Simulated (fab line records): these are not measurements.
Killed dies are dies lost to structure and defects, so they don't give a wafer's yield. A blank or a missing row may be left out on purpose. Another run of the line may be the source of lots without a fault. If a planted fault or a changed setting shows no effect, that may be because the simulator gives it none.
Struck lot and sound lot, side by side    flow n5-finfet    19 steps out of a route of 1938
Sound: the wafers L475.3, L475.4, L475.6. Wafers L481.2, L481.5 were the ones struck. The cause is given at the end.
Order at every step that has rows: each side's tool, ch and its chambers, its first start. Under that, the readings that differ: sound wafers    struck wafers    difference of the means    sigmas: that difference in standard deviations of wafers without a fault.
alike: readings whose means differ by less than 2 such deviations, and words and numbers that are the same on both sides. not compared: withheld readings, readings that some wafer has no value for, bounds like >300 that may hide the same value, and numbers for which the record gives no deviation and whose values overlap.
The two part at a step that has a row with sigmas, a row that says differs or no value, or rows on one side only. Numbers that don't overlap but have no deviation are shown without sigmas and don't part them. A reading that every wafer of one side lacks parts them only if that side has two wafers or more.

N5_BEOL_M3_INSPECT_30: inspects for defects (brightfield).
  sound on defect-inspect-01 at day 9 02:12; struck on defect-inspect-01 at day 11 12:19
  alike: raw-defect-count
then, 1 step without rows for these wafers: N5_BEOL_M3_DESCUM_33 (chemistry O2, time 7 s).
N5_BEOL_M3_ETCH_77: etches underlayer in N2/H2, target depth 6.5 nm, time 5.2 s.
  sound on rie-diel-01 ch 0,1,3, day 9 02:16; struck on rie-diel-02 ch 0,3, day 11 12:23
  alike: drypump-motor-current-A, etch-rf-on-time-s, n2-flow-sccm, oes-product-au, rf-vpp-V, showerhead-plenum-p-Torr, throttle-valve-pct
  not compared: rf-hours-counter-h
then, 1 step without rows for these wafers: N5_BEOL_M3_ETCH_69 (etches SiARC in CF4, target depth 15.6 nm, time 26 s).
N5_BEOL_M3_ALD_98: deposits SiO2, target thk 2.5 nm, pulse time 1 s, co reactant pulse time 1 s.
  sound on ald-sin-03 ch 1,3, day 9 02:22; struck on ald-sin-01 ch 0,1, day 11 12:29
  alike: chamber-pressure-Torr, heater-power-w, precursor-pulse-height-rel
N5_BEOL_M3_ETCHBACK_99: etches SiO2 in CHF3, target depth 5 nm, time 10.4 s.
  sound on rie-diel-03 ch 2,3, day 9 06:08; struck on rie-diel-01 ch 3, day 11 12:37
reading       sound        struck   difference  sigmas
rf-vpp-V (V)  237 236 238  246 245  +8          +2
  alike: drypump-motor-current-A, oes-product-au, showerhead-plenum-p-Torr, throttle-valve-pct
  not compared: rf-hours-counter-h
N5_BEOL_M3_ETCH_70: etches SOC in N2/H2, target depth 80 nm, overetch 16 nm, time 120 s.
  sound on rie-diel-03 ch 2,3, day 9 06:10; struck on rie-diel-01 ch 3, day 11 12:39
reading                      sound        struck   difference  sigmas
drypump-motor-current-A (A)  6.6 5.8 6.7  5.3 5.3  -1.1        -2
  alike: n2-flow-sccm, oes-product-au, rf-vpp-V, run-length-s, showerhead-plenum-p-Torr, throttle-valve-pct
  not compared: rf-hours-counter-h
then, 2 steps without rows for these wafers: N5_BEOL_M3_STRIP_71 (strips in N2/H2); N5_BEOL_M3_STRIP_78 (strips in N2/H2).
N5_BEOL_M3_VIA_ETCH_34: etches the open film in C4F6/O2, target depth 69.4 nm, time 65.9 s.
  sound on rie-diel-03 ch 2,3, day 9 06:16; struck on rie-diel-01 ch 3, day 11 12:45
reading       sound        struck   difference  sigmas
rf-vpp-V (V)  655 656 655  683 681  +27         +2
  alike: drypump-motor-current-A, oes-product-au, run-length-s, showerhead-plenum-p-Torr, throttle-valve-pct
  not compared: rf-hours-counter-h
then, 2 steps without rows for these wafers: N5_BEOL_M3_STRIP_83 (strips in C4F6/O2); N5_BEOL_M3_STRIP_36 (strips in N2/H2).
N5_BEOL_M3_TRENCH_ETCH_37: etches SiOC in C4F6/O2, target depth 55.555 nm, time 29.2 s.
  sound on rie-diel-03 ch 2,3, day 9 06:22; struck on rie-diel-01 ch 3, day 11 12:51
reading                                     sound              struck      difference  sigmas
rf-vpp-V (V)                                655 655 656        681 681     +26         +2
run-length-s (s)                            52.8 52.6 52.8     47.4 46.9   -5.6        -12
model.etch.depth-nm (nm)                    57.51 55.77 57.12  45.92 46.7  -10.49      
model.BEOL_M3.feature-depth-nm (nm)         57.6 55.8 57.2     46 46.8     -10         
model.TiN_of_BEOL_M3_HM_DEP_02.thk-nm (nm)  17.4 17.4 17.8     18.2 18.4   +0.8        
  alike: drypump-motor-current-A, oes-product-au, showerhead-plenum-p-Torr, throttle-valve-pct
  not compared: rf-hours-counter-h
then, 2 steps without rows for these wafers: N5_BEOL_M3_ETCH_41 (etches SiCN in CH3F/O2, target depth 29.9 nm, time 52.5 s); N5_BEOL_M3_STRIP_97 (strips in N2/H2, time 10 s).
N5_BEOL_M3_OCD_MEAS_38:
  sound on ocd-02 at day 9 06:32; struck on ocd-02 at day 11 13:00
reading               sound           struck     difference  sigmas
trench-depth-nm (nm)  57.8 56.0 56.9  46.2 47.2  -10.2       -9
then, 1 step without rows for these wafers: N5_BEOL_M3_HM_STRIP_39 (strips TiN in peroxide tin strip, target depth 25 nm, time 158 s).
N5_BEOL_M4_RC_MEAS_101:
  sound on prober-01 ch 0, day 9 19:55; struck on prober-01 ch 0, day 12 05:05
reading        sound           struck     difference  sigmas
DIBL_N (mV/V)  38.4 33.6 33.7  40.9 39.7  +5.1        +2
SS_P (mV/dec)  73.7 72.1 72.4  74.9 73.8  +1.6        +2
  alike: DIBL_P, IOFF_N, IOFF_P, ION_N, ION_P, SS_N, VT_N, VT_P
-- a jump in the record: the struck wafers' starts before and after are 4 days apart (it breaks off in module BEOL_M4 and resumes in module PASSIVATION, where the first step shown is number 1936 of the route) --
N5_PASSIVATION_PROBE_49:
  sound on prober-02 at day 14 13:56; struck on prober-02 at day 16 10:41
  alike: defect-limited-yield, killed_at_M0_to_M3, killed_at_M4_up, killed-at-contacts, killed-at-front-end, killed-at-other, killed-dies, killed-open, killed-short, sort_bin_4_leakage, sort_bin_5_function, sort_bin_6_memory, sort-n-pass, sort-yield-pct

## WHERE THEY PART
Last at N5_BEOL_M4_RC_MEAS_101 as far as this record goes, first at N5_BEOL_M3_ETCHBACK_99. Later steps at which nothing parts them and some readings are alike: N5_PASSIVATION_PROBE_49.

WHY: the cause the simulator had injected
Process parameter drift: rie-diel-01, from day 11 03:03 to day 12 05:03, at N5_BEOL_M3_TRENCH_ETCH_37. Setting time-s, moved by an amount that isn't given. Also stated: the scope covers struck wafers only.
